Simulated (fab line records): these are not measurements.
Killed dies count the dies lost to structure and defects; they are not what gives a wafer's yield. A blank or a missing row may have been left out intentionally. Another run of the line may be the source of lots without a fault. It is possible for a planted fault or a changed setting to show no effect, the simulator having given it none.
The tool behind it: which one? | flow nand-harc | Sampling: 10 lots, 30 wafers, 6 of 1159 route steps

WHAT THE GAUGES READ, wafer by wafer
NHARC_A_CONTACT_INSPECT_10. Usual: 33 for raw-defect-count, sd 16.
lot  | measured     | on                | raw-defect-count | flag
L290 | day 17 05:30 | defect-inspect-01 | 36 20 35         |
L289 | day 17 06:53 | defect-inspect-01 | 20 22 20         |
L292 | day 17 11:05 | defect-inspect-02 | 19 19 23         |
L288 | day 17 12:15 | defect-inspect-01 | 31 22 29         |
L293 | day 18 20:28 | defect-inspect-01 | 45 38 36         |
L302 | day 21 04:43 | defect-inspect-02 | 41 799 35        | OFF
L307 | day 22 01:46 | defect-inspect-02 | 46 68 75         |
L308 | day 22 04:07 | defect-inspect-01 | 35 47 35         |
L309 | day 22 18:16 | defect-inspect-02 | 65 67 69         |
L310 | day 22 23:32 | defect-inspect-02 | 21 20 20         |

NHARC_END_SORT_01. Usual: killed-at-array 27, standard deviation 11; killed-at-other 0.8, standard deviation 1.1; killed-at-periphery 2.8, standard deviation 1.9; killed-dies 30, standard deviation 11; killed-open 3.3, standard deviation 1.8; killed-short 2.3, standard deviation 1.5.
lot  | measured     | on        | killed-at-array | killed-at-other | killed-at-periphery | killed-dies | killed-open | killed-short | flag
L290 | day 19 13:25 | prober-02 | 37 20 25        | 0 0 0           | 6 5 2               | 43 25 27    | 6 2 1       | 2 0 2        |
L289 | day 19 20:52 | prober-01 | 15 23 13        | 3 2 0           | 6 4 5               | 24 29 18    | 4 4 6       | 4 3 0        |
L292 | day 19 21:56 | prober-02 | 16 15 21        | 0 1 1           | 3 2 0               | 19 18 22    | 1 5 2       | 1 0 1        |
L288 | day 20 07:05 | prober-01 | 20 18 14        | 0 0 0           | 3 1 0               | 23 19 14    | 3 2 1       | 3 1 1        |
L293 | day 21 03:22 | prober-02 | 35 26 30        | 2 1 2           | 1 3 2               | 38 30 34    | 3 5 4       | 4 1 3        |
L302 | day 23 16:30 | prober-01 | 28 76 18        | 0 0 0           | 1 4 1               | 29 80 19    | 4 3 1       | 3 2 1        |
L307 | day 24 08:15 | prober-01 | 33 42 53        | 1 1 0           | 1 0 0               | 35 43 53    | 3 5 3       | 1 2 1        |
L308 | day 24 11:28 | prober-02 | 28 43 19        | 1 1 0           | 5 2 4               | 34 46 23    | 4 4 5       | 2 4 1        |
L309 | day 24 21:17 | prober-01 | 50 53 46        | 0 0 0           | 3 2 2               | 53 55 48    | 6 2 5       | 2 1 3        |
L310 | day 25 09:22 | prober-02 | 20 26 17        | 3 1 0           | 0 1 2               | 23 28 19    | 0 2 2       | 1 4 3        |

TOOL THAT RAN EACH LOT (tool first, then ch and the chambers of the sampled wafers, then the start)
lot  | NHARC_A_CONTACT_ETCH_91            | NHARC_A_CONTACT_ETCH_106           | NHARC_A_CONTACT_DEP_85          | NHARC_A_CONTACT_DESCUM_13
L290 | rie-diel-04 ch 0,2,3, day 17 01:17 | rie-diel-04 ch 0,2,3, day 17 01:59 | pecvd-03 ch 0,1,2, day 17 04:40 | rie-diel-04 ch 1,2, day 17 05:34
L289 | rie-diel-01 ch 2,3, day 17 01:59   | rie-diel-01 ch 0,2,3, day 17 02:37 | pecvd-03 ch 0,1, day 17 06:02   | rie-diel-01 ch 0,1,3, day 17 06:56
L292 | rie-diel-01 ch 2,3, day 17 07:48   | rie-diel-01 ch 0,1,2, day 17 08:20 | pecvd-03 ch 0,1,2, day 17 10:14 | rie-diel-01 ch 2,3, day 17 11:10
L288 | rie-diel-01 ch 0,1, day 17 08:47   | rie-diel-01 ch 1,2, day 17 09:26   | pecvd-03 ch 0,1,2, day 17 11:37 | rie-diel-01 ch 0,1,3, day 17 12:20
L293 | rie-diel-03 ch 0,1,2, day 18 17:14 | rie-diel-04 ch 0,3, day 18 17:42   | pecvd-02 ch 1,2, day 18 19:37   | rie-diel-03 ch 1,2, day 18 20:32
L302 | rie-diel-04 ch 0,1,2, day 20 23:40 | rie-diel-01 ch 0,1,2, day 21 00:10 | pecvd-02 ch 0,1,2, day 21 03:59 | rie-diel-01 ch 1,2,3, day 21 04:47
L307 | rie-diel-01 ch 0,1,3, day 21 22:14 | rie-diel-01 ch 0,2,3, day 21 23:01 | pecvd-03 ch 1,2, day 22 01:02   | rie-diel-01 ch 0,1,2, day 22 01:50
L308 | rie-diel-04 ch 0,1,3, day 22 00:52 | rie-diel-01 ch 0,1,3, day 22 01:23 | pecvd-03 ch 0,1,2, day 22 03:24 | rie-diel-03 ch 0,2,3, day 22 04:10
L309 | rie-diel-04 ch 0,1,3, day 22 10:49 | rie-diel-04 ch 1,2, day 22 11:20   | pecvd-03 ch 0,1,2, day 22 17:26 | rie-diel-04 ch 0,1,2, day 22 18:20
L310 | rie-diel-03 ch 2,3, day 22 17:58   | rie-diel-03 ch 1,3, day 22 18:34   | pecvd-04 ch 1,2, day 22 22:41   | rie-diel-01 ch 0,1,3, day 22 23:35
- NHARC_A_CONTACT_ETCH_91: etches the open film in CH3F/O2, target depth 40 nm, time 85.7 s.
- NHARC_A_CONTACT_ETCH_106: etches the open film in CF4/O2, target depth 60 nm, overetch 6 nm, time 33 s.
- NHARC_A_CONTACT_DEP_85: deposits SiON, target thk 50 nm.
- NHARC_A_CONTACT_DESCUM_13: chemistry O2, time 3 s.

WHAT THE TOOLS THEMSELVES READ (means of the sampled wafers that have a number; where no wafer has one, the mark that the record gives instead)
NHARC_A_CONTACT_ETCH_91. Usual: drypump-motor-current-A is 5.8 A with standard deviation 0.44, mfc-ar-sccm is 200.0 sccm with standard deviation 0.59, o2-flow-sccm is 30.00 sccm with standard deviation 0.096, oes-product-au is 0.95 a.u. with standard deviation 0.035, rf-vpp-V is 244.6 V with standard deviation 1.9, showerhead-plenum-p-Torr is 2.49 Torr with standard deviation 0.12, and throttle-valve-pct is 20.663 % with standard deviation 0.0094.
lot  | tool        | drypump-motor-current-A (A) | mfc-ar-sccm (sccm) | o2-flow-sccm (sccm) | oes-product-au (a.u.) | rf-vpp-V (V) | showerhead-plenum-p-Torr (Torr) | throttle-valve-pct (%) | flag
L290 | rie-diel-04 | 5.8                         | 200.4              | 29.99               | 0.93                  | 244.0        | 2.45                            | 20.660                 |
L289 | rie-diel-01 | 5.6                         | 199.4              | 29.94               | 0.92                  | 243.9        | 2.48                            | 20.668                 |
L292 | rie-diel-01 | 5.6                         | 200.1              | 29.91               | 0.92                  | 243.3        | 2.39                            | 20.664                 |
L288 | rie-diel-01 | 5.6                         | 199.9              | 29.94               | 0.97                  | 245.0        | 2.53                            | 20.663                 |
L293 | rie-diel-03 | 6.1                         | 200.2              | 30.01               | 1.00                  | 244.1        | 2.46                            | 20.664                 |
L302 | rie-diel-04 | 5.9                         | 199.9              | 30.06               | 0.93                  | 246.7        | 2.59                            | 20.657                 |
L307 | rie-diel-01 | 5.5                         | 199.7              | 29.91               | 1.00                  | 245.2        | 2.53                            | 20.668                 |
L308 | rie-diel-04 | 6.0                         | 200.1              | 29.93               | 0.93                  | 244.8        | 2.55                            | 20.665                 |
L309 | rie-diel-04 | 6.1                         | 200.1              | 30.06               | 0.93                  | 244.8        | 2.55                            | 20.662                 |
L310 | rie-diel-03 | 6.6                         | 199.7              | 30.07               | 0.93                  | 244.9        | 2.46                            | 20.668                 |

NHARC_A_CONTACT_ETCH_106. Usual: drypump-motor-current-A 5.9 A, standard deviation 0.44; mfc-ar-sccm 0.009 sccm, standard deviation 0.013; o2-flow-sccm 19.99 sccm, standard deviation 0.063; oes_o_777_au 1.000 a.u., standard deviation 0.0049; oes-product-au 1.000 a.u., standard deviation 0.0081; rf-vpp-V 198.2 V, standard deviation 1.6; showerhead-plenum-p-Torr 1.35 Torr, standard deviation 0.065; throttle-valve-pct 13.397 %, standard deviation 0.0083.
lot  | tool        | drypump-motor-current-A (A) | mfc-ar-sccm (sccm) | o2-flow-sccm (sccm) | oes_o_777_au (a.u.) | oes-product-au (a.u.) | rf-vpp-V (V) | showerhead-plenum-p-Torr (Torr) | throttle-valve-pct (%) | flag
L290 | rie-diel-04 | 5.8                         | 0.006              | 19.91               | 0.999               | 0.993                 | 198.3        | 1.33                            | 13.397                 |
L289 | rie-diel-01 | 5.5                         | 0.009              | 19.97               | 1.000               | 0.994                 | 198.3        | 1.34                            | 13.401                 |
L292 | rie-diel-01 | 5.5                         | 0.009              | 19.94               | 1.000               | 0.995                 | 197.6        | 1.33                            | 13.394                 |
L288 | rie-diel-01 | 5.6                         | 0.017              | 19.89               | 1.002               | 0.991                 | 197.3        | 1.30                            | 13.398                 |
L293 | rie-diel-04 | 5.9                         | 0.008              | 20.01               | 1.005               | 1.000                 | 198.2        | 1.36                            | 13.392                 |
L302 | rie-diel-01 | 5.5                         | 0.009              | 20.02               | 0.999               | 0.997                 | 197.0        | 1.33                            | 13.395                 |
L307 | rie-diel-01 | 5.5                         | 0.009              | 20.02               | 1.001               | 0.995                 | 197.9        | 1.33                            | 13.397                 |
L308 | rie-diel-01 | 5.5                         | 0.000              | 20.02               | 1.003               | 1.007                 | 198.2        | 1.38                            | 13.391                 |
L309 | rie-diel-04 | 6.0                         | 0.000              | 20.02               | 0.997               | 1.008                 | 199.2        | 1.43                            | 13.397                 |
L310 | rie-diel-03 | 6.4                         | 0.035              | 20.02               | 1.000               | 1.008                 | 198.9        | 1.34                            | 13.403                 |

NHARC_A_CONTACT_DEP_85. Usual: 763 W for heater-power-w, sd 96.
lot  | tool     | heater-power-w (W) | flag
L290 | pecvd-03 | 773                |
L289 | pecvd-03 | 668                |
L292 | pecvd-03 | 780                |
L288 | pecvd-03 | 782                |
L293 | pecvd-02 | 681                |
L302 | pecvd-02 | 742                |
L307 | pecvd-03 | 697                |
L308 | pecvd-03 | 726                |
L309 | pecvd-03 | 740                |
L310 | pecvd-04 | 854                |

NHARC_A_CONTACT_DESCUM_13. Usual: drypump-motor-current-A is 5.8 A with standard deviation 0.4, mfc-ar-sccm is 0.008 sccm with standard deviation 0.012, o2-flow-sccm is 200.0 sccm with standard deviation 0.59, oes-product-au is 0.998 a.u. with standard deviation 0.0089, rf-vpp-V is 57.9 V with standard deviation 0.87, showerhead-plenum-p-Torr is 1.94 Torr with standard deviation 0.092, and throttle-valve-pct is 11.313 % with standard deviation 0.0081.
lot  | tool        | drypump-motor-current-A (A) | mfc-ar-sccm (sccm) | o2-flow-sccm (sccm) | oes-product-au (a.u.) | rf-vpp-V (V) | showerhead-plenum-p-Torr (Torr) | throttle-valve-pct (%) | flag
L290 | rie-diel-04 | 5.8                         | 0.000              | 199.8               | 1.000                 | 57.1         | 1.87                            | 11.313                 |
L289 | rie-diel-01 | 5.5                         | 0.000              | 200.5               | 0.987                 | 58.4         | 1.98                            | 11.305                 |
L292 | rie-diel-01 | 5.6                         | 0.009              | 200.3               | 0.998                 | 57.4         | 1.93                            | 11.324                 |
L288 | rie-diel-01 | 5.5                         | 0.000              | 199.8               | 1.004                 | 58.4         | 1.98                            | 11.315                 |
L293 | rie-diel-03 | 6.6                         | 0.006              | 200.3               | 0.999                 | 58.6         | 1.85                            | 11.317                 |
L302 | rie-diel-01 | 5.6                         | 0.009              | 199.5               | 0.985                 | 57.2         | 1.92                            | 11.309                 |
L307 | rie-diel-01 | 5.5                         | 0.009              | 199.7               | 0.998                 | 58.0         | 1.90                            | 11.312                 |
L308 | rie-diel-03 | 6.2                         | 0.015              | 199.9               | 1.017                 | 58.4         | 1.97                            | 11.311                 |
L309 | rie-diel-04 | 5.9                         | 0.002              | 200.4               | 1.002                 | 58.4         | 2.02                            | 11.314                 |
L310 | rie-diel-01 | 5.5                         | 0.000              | 199.5               | 1.001                 | 57.0         | 1.97                            | 11.317                 |

THE ANSWER, worked out from the rows above alone
Rule: lot off if the mean of its wafers having a number is beyond 3 standard deviations from the usual mean. Also off: a lot with no number at a reading for which 4 or more lots have one. The other lots that the step has rows for count as sound. After the gauges, taken in route order, come the tools' own readings; for these a lot's mean is taken, as printed above. The first step at which some lot is off is used, and at that step the reading that is off furthest; a lot without a number counts as furthest.
Off: L302, at NHARC_A_CONTACT_INSPECT_10 (raw-defect-count).
A tool fits if, at a process step before that reading, it ran every lot that is off, and no sound lot after the first of them. Those tools and the gauges at NHARC_A_CONTACT_INSPECT_10 are tried in the same way. One candidate fits, namely pecvd-02 at NHARC_A_CONTACT_DEP_85. Its last sound lot is L293 (day 18 19:37), its first lot that is off L302 (day 21 03:59): a fault that began between those two fits.

WHAT THE SIMULATOR HAD INSERTED
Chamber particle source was pecvd-02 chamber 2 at NHARC_A_CONTACT_DEP_85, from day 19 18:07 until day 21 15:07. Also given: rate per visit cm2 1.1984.
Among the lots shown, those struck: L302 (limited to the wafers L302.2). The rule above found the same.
